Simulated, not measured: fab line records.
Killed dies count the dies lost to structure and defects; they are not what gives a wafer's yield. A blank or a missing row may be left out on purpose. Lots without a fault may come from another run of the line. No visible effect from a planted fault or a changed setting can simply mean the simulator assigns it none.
One fault through the eyes of 3 desks :: flow n5Finfet :: every desk sees just its own numbers, and what lay behind them comes last

## THE DEFECT DESK
Per lot, the means of the sampled wafers with a number show what the inspections along the route counted. Any lot whose mean is over 4 standard deviations away from the usual mean is out of limits and marked OUT; that distance is given in the brackets.
Columns: A = rawDefectCount at N5_BEOL_M0_CUTY_INSPECT_59, usual 1.9
lot: L677
first seen here: day 5 16:34
A: 1.3

lot: L679
first seen here: day 6 08:10
A: 0.7

lot: L681
first seen here: day 6 15:10
A: 1.0

lot: L682
first seen here: day 6 21:33
A: 2.7

lot: L689
first seen here: day 9 00:34
A: 3.0

lot: L691
first seen here: day 9 15:43
A: 2.0

lot: L692
first seen here: day 9 16:01
A: 2.0

lot: L699
first seen here: day 11 06:38
A: 0.3

lot: L700
first seen here: day 11 17:43
A: 1.3
Result from this desk: across the 9 lots, nothing is out of limits.

## FOR THE TOOL OWNER'S DESK: arfiScanner-01
The tool's own readings at N5_BEOL_M0_CUTY_EXPOSE_54 (exposes mask M0 ABLK): means of the sampled wafers that have a number, for each lot that ran on this tool. Any lot whose mean is over 4 standard deviations away from the usual mean is out of limits and marked OUT; that distance is given in the brackets.
Columns: A = stageVelMmS at N5_BEOL_M0_CUTY_EXPOSE_54, usual 500.06 mm/s
lot: L677
first seen here: day 5 16:24
A: 500.41

lot: L681
first seen here: day 6 14:59
A: 500.61

lot: L689
first seen here: day 9 00:24
A: 500.28

lot: L691
first seen here: day 9 15:32
A: 500.13

lot: L699
first seen here: day 11 06:28
A: 500.34

lot: L700
first seen here: day 11 17:32
A: 499.74
Result from this desk: across the 6 lots, nothing is out of limits.

## METROLOGY DESK
Lot by lot, what the gauges showed, no matter which tool ran the lot: averages of those sampled wafers that carry a number. Any lot whose mean is over 4 standard deviations away from the usual mean is out of limits and marked OUT; that distance is given in the brackets. Readings shown: 7 out of 11 (the first out of limits, and those lying furthest out on some lot).
Columns: A = M0_ABLK_OVL at N5_BEOL_M0_CUTY_OVL_MEAS_58, usual -0.2 nm; B = DIBL_P at N5_BEOL_M4_RC_MEAS_101, usual 35.8 mV/V; C = IOFF_P at N5_BEOL_M4_RC_MEAS_101, usual 0.21 nA/um; D = ION_P at N5_BEOL_M4_RC_MEAS_101, usual 463 uA/um; E = SS_P at N5_BEOL_M4_RC_MEAS_101, usual 73.1 mV/dec; F = VT_N at N5_BEOL_M4_RC_MEAS_101, usual 250 mV; G = VT_P at N5_BEOL_M4_RC_MEAS_101, usual -251 mV
lot: L677
first seen here: day 5 16:32
A: -0.8
B: 35.5
C: 0.20
D: 465
E: 73.5
F: 251
G: -251

lot: L679
first seen here: day 6 08:09
A: 0.6
B: 33.5
C: 0.20
D: 464
E: 72.4
F: 252
G: -250

lot: L681
first seen here: day 6 15:08
A: -0.4
B: 36.7
C: 0.22
D: 470
E: 73.7
F: 250
G: -249

lot: L682
first seen here: day 6 21:32
A: -0.4
B: 34.8
C: 0.20
D: 465
E: 72.7
F: 251
G: -249

lot: L689
first seen here: day 9 00:32
A: -0.1
B: 36.6
C: 0.24
D: 466
E: 73.3
F: 249
G: -248

lot: L691
first seen here: day 9 15:41
A: -0.3
B: 36.1
C: 0.18
D: 453
E: 73.6
F: 252
G: -255

lot: L692
first seen here: day 9 16:00
A: -0.5
B: 37.8
C: 0.22
D: 464
E: 74.1
F: 248
G: -250

lot: L699
first seen here: day 11 06:37
A: 11.3 (+14) OUT
B: 36.0
C: 0.21
D: 461
E: 73.7
F: 250
G: -250

lot: L700
first seen here: day 11 17:41
A: 11.4 (+14) OUT
B: 34.8
C: 0.16
D: 459
E: 72.6
F: 255
G: -254
This desk finds L699, L700 out of limits, with the earliest case on L699 at day 11 06:37 (M0_ABLK_OVL at N5_BEOL_M0_CUTY_OVL_MEAS_58). L677, L679, L681, L682, L689, L691, L692: within limits.

## PUT TOGETHER
The metrology desk could have raised an alarm at day 11 06:37, on L699, L700.
No out-of-limits result turned up at the defect desk.
The tool owner's desk saw nothing out of limits.
The defect desk has L699, L700 on record, within its limits.
On record at the tool owner's desk: L699, L700, within its limits.
Every lot named ran N5_BEOL_M0_CUTY_EXPOSE_54 on arfiScanner-01.

## WHAT HAD BEEN PUT IN BY THE SIMULATOR
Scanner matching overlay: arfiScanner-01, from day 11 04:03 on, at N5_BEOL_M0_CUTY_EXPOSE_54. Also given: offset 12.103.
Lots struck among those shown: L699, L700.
Hours from the fault's start to each desk's first reading out of limits: the metrology desk, 3.
